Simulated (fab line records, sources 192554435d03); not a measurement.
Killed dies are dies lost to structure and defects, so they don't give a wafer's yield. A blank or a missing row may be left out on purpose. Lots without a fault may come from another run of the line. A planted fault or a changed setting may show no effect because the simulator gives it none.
Chamber matching | flow n5_finfet | N5_SDB_HM_DEP_00 on pecvd-04: 3 sister chambers
The step deposits SiNx from SiH4/NH3/N2, target thk 40 nm, time 35.3 s. 6 wafers are shown with their chamber, then 7 later ones without.

WAFERS WITH THEIR CHAMBER
wafer  | chamber | throttle_valve_pct (%) | showerhead_vpp_V (V)
L078.4 | 1       | 35.7                   | 1214
L085.3 | 2       | 41.1                   | 1006
L085.5 | 0       | 38.9                   | 1095
L085.6 | 1       | 35.9                   | 1185
L086.1 | 0       | 38.7                   | 1111
L086.5 | 2       | 41.2                   | 1023

WAFERS WITHOUT THEIR CHAMBER
wafer  | throttle_valve_pct (%) | showerhead_vpp_V (V)
L086.6 | 36.1                   | 1178
L091.1 | 40.8                   | 1020
L091.2 | 39.1                   | 1100
L091.3 | 36.2                   | 1218
L097.3 | 36.3                   | 1189
L097.4 | 38.8                   | 1107
L097.6 | 36.2                   | 1193

WHICH CHAMBER EACH WENT THROUGH
wafer  | from the rows above | in truth
L086.6 | 1                   | 1
L091.1 | 2                   | 2
L091.2 | 0                   | 0
L091.3 | 1                   | 1
L097.3 | 1                   | 1
L097.4 | 0                   | 0
L097.6 | 1                   | 1
Placed correctly: 7 of 7. Can't be placed from these rows: 0. Placed wrongly: 0.
How it was worked out, from the rows above alone: a wafer's distance from a chamber is the root of the sum, over the readings, of the square of ((its reading less the chamber's mean) divided by the reading's scatter). The wafer belongs to the nearest chamber; if the next one is less than 2 further off, it can't be placed. A chamber's mean is the mean of its shown wafers. The scatter: the root of (the sum of the squares of (reading less its chamber's mean) over the shown wafers, divided by (wafers less chambers)).
